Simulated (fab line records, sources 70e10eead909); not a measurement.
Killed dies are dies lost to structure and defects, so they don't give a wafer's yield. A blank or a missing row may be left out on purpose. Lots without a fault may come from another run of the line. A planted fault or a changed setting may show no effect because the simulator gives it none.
fab line records | flow nand_harc
record lots=6 wafers=18 last_day=24
route steps=1159 shown A_ONON_D1@430 END@1159
lots that met no fault: from a run of the same line without faults
start_h: hours from the record's first day to the start of the lot's first wafer shown | wait_h: hours since the lot's step before | " the same as in the row above | L1.1+2: a row that stands for several wafers | - no value, or no start given | * or withheld: withheld | < > ~ a bound
route shown NAME@n: a module of which the file shows steps, and the number in the route of the first | usual: mean/standard deviation of fault-free wafers | same: alike in all rows | chamber/n: place in a boat | sites: the reading at each site | _std_site: their standard deviation | _edge_site: outer sites' mean less inner sites' | radius_mm: how far each site lies from the wafer's centre | mask NAME#n: copy n | behind: the tool/chamber that last shaped the wafer | hold: why the lot was held/for how many hours/how that ended | device: the transistor (n, p or np) that didn't switch | end of line: the same wafers' tests at the end of the route | a step without rows: its recipe alone | killed: dies lost to structure and defects at the first sort, not the wafer's yield | map: a wafer's dies, x killed, . not, _ none there
set.NAME: the setting as run; set.NAME@STEP: as run at that earlier step | model.NAME: the simulator's own value behind a step, which no gauge read
lots at some steps of the route; a table a step, a row a wafer
services: from which hour (start_h, from the record's first day; less than 0 if before it) a tool's chamber was out of use, for how many hours, and why
## steps
# step NHARC_A_ONON_D1_DEP_09
# recipe target_thk_a=10000 n2_flow_sccm=2750 n2o_flow_sccm=2000 nh3_flow_sccm=500 sih4_flow_sccm=210 temp_c=400
# step NHARC_A_ONON_D1_THK_MEAS_11
# recipe thk_meas_gauge=ellipsometry
# usual thk_nm=1002/11
# columns lot.wafer tool chamber start_h wait_h thk_nm
L112.4 film_metro-01 - 185.34 - 1010
L112.5 " - " " 1011
L112.6 " - " " 1008
L111.3 film_metro-02 - 185.35 - 1008
L111.4 " - " " 1007
L111.5 " - " " 1006
L119.1 film_metro-02 - 232.39 - 986
L119.3 " - " " 986
L119.4 " - " " 986
L121.1 film_metro-02 - 249.57 - 998
L121.2 " - " " 998
L121.6 " - " " 999
L125.2 film_metro-02 - 276.02 - 1008
L125.3 " - " " 1010
L125.4 " - " " 1009
L129.1 film_metro-02 - 286.67 - 998
L129.2 " - " " 996
L129.5 " - " " 996
# step NHARC_A_ONON_D1_DEP_12
# recipe target_thk_a=10000 n2_flow_sccm=2750 n2o_flow_sccm=2000 nh3_flow_sccm=500 sih4_flow_sccm=210 temp_c=400
# step NHARC_A_ONON_D1_THK_MEAS_14
# recipe thk_meas_gauge=ellipsometry
# usual thk_nm=999/11
# columns lot.wafer tool chamber start_h wait_h thk_nm
L112.4 film_metro-02 - 185.91 - 1001
L112.5 " - " " 1001
L112.6 " - " " 1001
L111.3 film_metro-01 - 185.92 - 1001
L111.4 " - " " 1000
L111.5 " - " " 1002
L119.1 film_metro-02 - 232.96 - 993
L119.3 " - " " 990
L119.4 " - " " 991
L121.1 film_metro-02 - 250.14 - 996
L121.2 " - " " 995
L121.6 " - " " 996
L125.2 film_metro-02 - 276.58 - 1001
L125.3 " - " " 1003
L125.4 " - " " 1002
L129.1 film_metro-01 - 287.24 - 1012
L129.2 " - " " 1013
L129.5 " - " " 1012
# step NHARC_A_ONON_D1_ANNEAL_15
# recipe temp_c=750 time_s=3600
# step NHARC_A_ONON_D1_DEP_16
# recipe target_thk_a=10000 n2_flow_sccm=2750 n2o_flow_sccm=2000 nh3_flow_sccm=500 sih4_flow_sccm=210 temp_c=400
# step NHARC_A_ONON_D1_THK_MEAS_18
# recipe thk_meas_gauge=ellipsometry
# usual thk_nm=1003/9.7
# columns lot.wafer tool chamber start_h wait_h thk_nm
L111.3 film_metro-01 - 193.08 - 1007
L111.4 " - " " 1006
L111.5 " - " " 1007
L112.4 film_metro-02 - 193.08 - 999
L112.5 " - " " 1001
L112.6 " - " " 1000
L119.1 film_metro-02 - 240.96 - 1012
L119.3 " - " " 1011
L119.4 " - " " 1013
L121.1 film_metro-01 - 257.83 - 993
L121.2 " - " " 993
L121.6 " - " " 993
L125.2 film_metro-01 - 284.03 - 1007
L125.3 " - " " 1008
L125.4 " - " " 1007
L129.1 film_metro-02 - 297.06 - 1003
L129.2 " - " " 1001
L129.5 " - " " 1003
# step NHARC_A_ONON_D1_DEP_19
# recipe target_thk_a=10000 n2_flow_sccm=2750 n2o_flow_sccm=2000 nh3_flow_sccm=500 sih4_flow_sccm=210 temp_c=400
# step NHARC_A_ONON_D1_THK_MEAS_21
# recipe thk_meas_gauge=ellipsometry
# usual thk_nm=999/9.2
# columns lot.wafer tool chamber start_h wait_h thk_nm
L111.3 film_metro-01 - 193.64 - 998
L111.4 " - " " 999
L111.5 " - " " 999
L112.4 film_metro-02 - 193.68 - 1009
L112.5 " - " " 1008
L112.6 " - " " 1009
L119.1 film_metro-02 - 241.53 - 1007
L119.3 " - " " 1006
L119.4 " - " " 1006
L121.1 film_metro-01 - 258.40 - 999
L121.2 " - " " 1000
L121.6 " - " " 1000
L125.2 film_metro-02 - 284.58 - 981
L125.3 " - " " 980
L125.4 " - " " 978
L129.1 film_metro-01 - 297.63 - 1015
L129.2 " - " " 1015
L129.5 " - " " 1016
# step NHARC_A_ONON_D1_DEP_22
# recipe target_thk_a=10000 n2_flow_sccm=2750 n2o_flow_sccm=2000 nh3_flow_sccm=500 sih4_flow_sccm=210 temp_c=400
# step NHARC_A_ONON_D1_THK_MEAS_24
# recipe thk_meas_gauge=ellipsometry
# usual thk_nm=1001/8.3
# columns lot.wafer tool chamber start_h wait_h thk_nm
L111.3 film_metro-02 - 194.23 - 999
L111.4 " - " " 997
L111.5 " - " " 999
L112.4 film_metro-01 - 194.24 - 1011
L112.5 " - " " 1012
L112.6 " - " " 1010
L119.1 film_metro-02 - 242.10 - 992
L119.3 " - " " 990
L119.4 " - " " 993
L121.1 film_metro-01 - 258.97 - 1012
L121.2 " - " " 1010
L121.6 " - " " 1011
L125.2 film_metro-01 - 285.28 - 998
L125.3 " - " " 994
L125.4 " - " " 996
L129.1 film_metro-01 - 298.20 - 992
L129.2 " - " " 989
L129.5 " - " " 990
# step NHARC_A_ONON_D1_DEP_25
# recipe target_thk_a=10000 n2_flow_sccm=2750 n2o_flow_sccm=2000 nh3_flow_sccm=500 sih4_flow_sccm=210 temp_c=400
# columns lot.wafer tool chamber start_h wait_h
L111.3+4+5 pecvd_onon-04 0 194.40 0.2
L112.4+5+6 pecvd_onon-03 0 194.47 0.2
L119.1+3+4 pecvd_onon-03 0 242.16 0.1
L121.1+2+6 pecvd_onon-03 0 259.03 0.1
L125.2+3+4 pecvd_onon-02 0 285.52 0.2
L129.1+2+5 pecvd_onon-04 0 298.25 0.1
# step NHARC_A_ONON_D1_THK_MEAS_27
# recipe thk_meas_gauge=ellipsometry
# usual thk_nm=999/9.9
# columns lot.wafer tool chamber start_h wait_h thk_nm
L111.3 film_metro-02 - 194.80 - 996
L111.4 " - " " 994
L111.5 " - " " 995
L112.4 film_metro-01 - 194.83 - 1001
L112.5 " - " " 1001
L112.6 " - " " 1003
L119.1 film_metro-02 - 242.66 - 1613
L119.3 " - " " 1615
L119.4 " - " " 1613
L121.1 film_metro-02 - 259.54 - 1609
L121.2 " - " " 1612
L121.6 " - " " 1613
L125.2 film_metro-02 - 285.97 - 998
L125.3 " - " " 998
L125.4 " - " " 998
L129.1 film_metro-02 - 298.77 - 1005
L129.2 " - " " 1005
L129.5 " - " " 1005
# step NHARC_A_ONON_D1_DEP_28
# recipe target_thk_a=10000 n2_flow_sccm=2750 n2o_flow_sccm=2000 nh3_flow_sccm=500 sih4_flow_sccm=210 temp_c=400
# step NHARC_END_SORT_01
# recipe temp_c=25
# usual killed_at_array=31/12 killed_at_other=0.6/0.85 killed_at_periphery=3.0/2.3 killed_dies=35/12 killed_open=3.2/1.9 killed_short=1.8/1.4
# same gross_dies=677
# columns lot.wafer tool chamber start_h wait_h killed_at_array killed_at_other killed_at_periphery killed_dies killed_open killed_short
L119.1 prober-02 0 508.75 2.5 677 0 0 677 2 0
L119.3 prober-02 0 510.31 3.1 674 0 3 677 3 4
L119.4 prober-02 0 511.09 3.3 675 0 2 677 2 0
L121.1 prober-01 0 541.63 2.5 676 0 1 677 4 1
L121.2 prober-01 0 542.43 2.8 673 1 3 677 1 5
L121.6 prober-01 0 545.63 4.0 672 0 5 677 4 2
# killed by level:class
L119.1 A_ONON_D1:area_dep=661 A_CONTACT:chamber_film_flake=7 A_CHANNEL_HOLE_D1:chamber_film_flake=4 A_STAIRCASE:chamber_film_flake=3 A_CONTACT:geometric_particle:open=1 A_BLC:geometric_particle:open=1
L119.3 A_ONON_D1:area_dep=657 A_CHANNEL_HOLE_D1:chamber_film_flake=5 A_STAIRCASE:chamber_film_flake=4 A_ONON_D1:geometric_particle:short=2 A_CONTACT:chamber_film_flake=2 P_CONTACT:geometric_particle:open=1 P_M0:geometric_particle:open=1 A_SOURCE_PLATE:geometric_particle:short=1
L119.4 A_ONON_D1:area_dep=653 A_CHANNEL_HOLE_D1:chamber_film_flake=7 A_CONTACT:chamber_film_flake=7 A_STAIRCASE:chamber_film_flake=4 A_SGD_CUT:chamber_film_flake=3 P_CONTACT:geometric_particle:open=1 A_M0:geometric_particle:open=1 P_GATE:chamber_film_flake=1
L121.1 A_ONON_D1:area_dep=645 A_CHANNEL_HOLE_D1:chamber_film_flake=16 A_STAIRCASE:chamber_film_flake=5 A_CONTACT:chamber_film_flake=3 A_CHANNEL_FILL_D1:geometric_particle:open=2 P_CONTACT:geometric_particle:open=1 A_SGD_CUT:geometric_particle:short=1 A_CONTACT:geometric_particle:open=1
L121.2 A_ONON_D1:area_dep=633 A_CHANNEL_HOLE_D1:chamber_film_flake=29 A_STAIRCASE:chamber_film_flake=5 P_CONTACT:geometric_particle:short=2 A_CONTACT:chamber_film_flake=2 A_CHANNEL_FILL_D1:geometric_particle:short=1 A_SGD_CUT:geometric_particle:short=1 A_CONTACT:geometric_particle:open=1
L121.6 A_ONON_D1:area_dep=642 A_CHANNEL_HOLE_D1:chamber_film_flake=18 A_CONTACT:chamber_film_flake=4 A_CONTACT:geometric_particle:open=2 P_STI:chamber_film_flake=2 A_WL_FILL:chamber_film_flake=2 P_CONTACT:geometric_particle:short=1 P_M2:geometric_particle:open=1
# map L119.1 (x killed, . not)
____________x____________
_________xxxxxxx_________
_______xxxxxxxxxxx_______
______xxxxxxxxxxxxx______
_____xxxxxxxxxxxxxxx_____
____xxxxxxxxxxxxxxxxx____
____xxxxxxxxxxxxxxxxx____
___xxxxxxxxxxxxxxxxxxx___
___xxxxxxxxxxxxxxxxxxx___
__xxxxxxxxxxxxxxxxxxxxx__
__xxxxxxxxxxxxxxxxxxxxx__
_xxxxxxxxxxxxxxxxxxxxxxx_
_xxxxxxxxxxxxxxxxxxxxxxx_
_xxxxxxxxxxxxxxxxxxxxxxx_
_xxxxxxxxxxxxxxxxxxxxxxx_
_xxxxxxxxxxxxxxxxxxxxxxx_
xxxxxxxxxxxxxxxxxxxxxxxxx
xxxxxxxxxxxxxxxxxxxxxxxxx
xxxxxxxxxxxxxxxxxxxxxxxxx
xxxxxxxxxxxxxxxxxxxxxxxxx
xxxxxxxxxxxxxxxxxxxxxxxxx
_xxxxxxxxxxxxxxxxxxxxxxx_
_xxxxxxxxxxxxxxxxxxxxxxx_
_xxxxxxxxxxxxxxxxxxxxxxx_
_xxxxxxxxxxxxxxxxxxxxxxx_
_xxxxxxxxxxxxxxxxxxxxxxx_
__xxxxxxxxxxxxxxxxxxxxx__
__xxxxxxxxxxxxxxxxxxxxx__
___xxxxxxxxxxxxxxxxxxx___
___xxxxxxxxxxxxxxxxxxx___
____xxxxxxxxxxxxxxxxx____
____xxxxxxxxxxxxxxxxx____
_____xxxxxxxxxxxxxxx_____
______xxxxxxxxxxxxx______
_______xxxxxxxxxxx_______
_________xxxxxxx_________
____________x____________
# map L121.1 (x killed, . not)
____________x____________
_________xxxxxxx_________
_______xxxxxxxxxxx_______
______xxxxxxxxxxxxx______
_____xxxxxxxxxxxxxxx_____
____xxxxxxxxxxxxxxxxx____
____xxxxxxxxxxxxxxxxx____
___xxxxxxxxxxxxxxxxxxx___
___xxxxxxxxxxxxxxxxxxx___
__xxxxxxxxxxxxxxxxxxxxx__
__xxxxxxxxxxxxxxxxxxxxx__
_xxxxxxxxxxxxxxxxxxxxxxx_
_xxxxxxxxxxxxxxxxxxxxxxx_
_xxxxxxxxxxxxxxxxxxxxxxx_
_xxxxxxxxxxxxxxxxxxxxxxx_
_xxxxxxxxxxxxxxxxxxxxxxx_
xxxxxxxxxxxxxxxxxxxxxxxxx
xxxxxxxxxxxxxxxxxxxxxxxxx
xxxxxxxxxxxxxxxxxxxxxxxxx
xxxxxxxxxxxxxxxxxxxxxxxxx
xxxxxxxxxxxxxxxxxxxxxxxxx
_xxxxxxxxxxxxxxxxxxxxxxx_
_xxxxxxxxxxxxxxxxxxxxxxx_
_xxxxxxxxxxxxxxxxxxxxxxx_
_xxxxxxxxxxxxxxxxxxxxxxx_
_xxxxxxxxxxxxxxxxxxxxxxx_
__xxxxxxxxxxxxxxxxxxxxx__
__xxxxxxxxxxxxxxxxxxxxx__
___xxxxxxxxxxxxxxxxxxx___
___xxxxxxxxxxxxxxxxxxx___
____xxxxxxxxxxxxxxxxx____
____xxxxxxxxxxxxxxxxx____
_____xxxxxxxxxxxxxxx_____
______xxxxxxxxxxxxx______
_______xxxxxxxxxxx_______
_________xxxxxxx_________
____________x____________
## services
# columns tool chamber start_h hours kind
pecvd_onon-04 - 237.00 13.0 pm
pecvd_onon-02 - 292.32 13.0 pm
## key
first_sign step=NHARC_A_ONON_D1_THK_MEAS_27 reading=thk_nm direction=up sigmas=62 usual=999 struck=1612
effect step=NHARC_END_SORT_01 reading=killed_dies direction=up sigmas=56 usual=35 struck=677
more_kills_born_at NHARC_A_ONON_D1_DEP_25@pecvd_onon-03=3891
met_at NHARC_A_ONON_D1_DEP_25
struck_wafers L119.1,L119.3,L119.4,L121.1,L121.2,L121.6
later_rows_left_out L119.1,L119.3,L119.4,L121.1,L121.2,L121.6
tester_left_out L119,L121
onset_between 194.47 242.16
fault kind=process_parameter_drift tool=pecvd_onon-03 chamber=0 onset_h=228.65 steps=NHARC_A_ONON_D1_DEP_25 channel=target_thk_a offset=* shape=step end_h=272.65 acts_in=* stated=*
# tester_left_out: of these lots the tester's yield and bins aren't shown, on N5 and GAA mostly nor the transistor test; their killed dies are dies lost to structure and defects alone, not to doping, threshold or leakage, so they don't give the yield
# later_rows_left_out: the simulator's readings of these wafers behind a module that went badly wrong aren't trusted and aren't shown, but for the sort
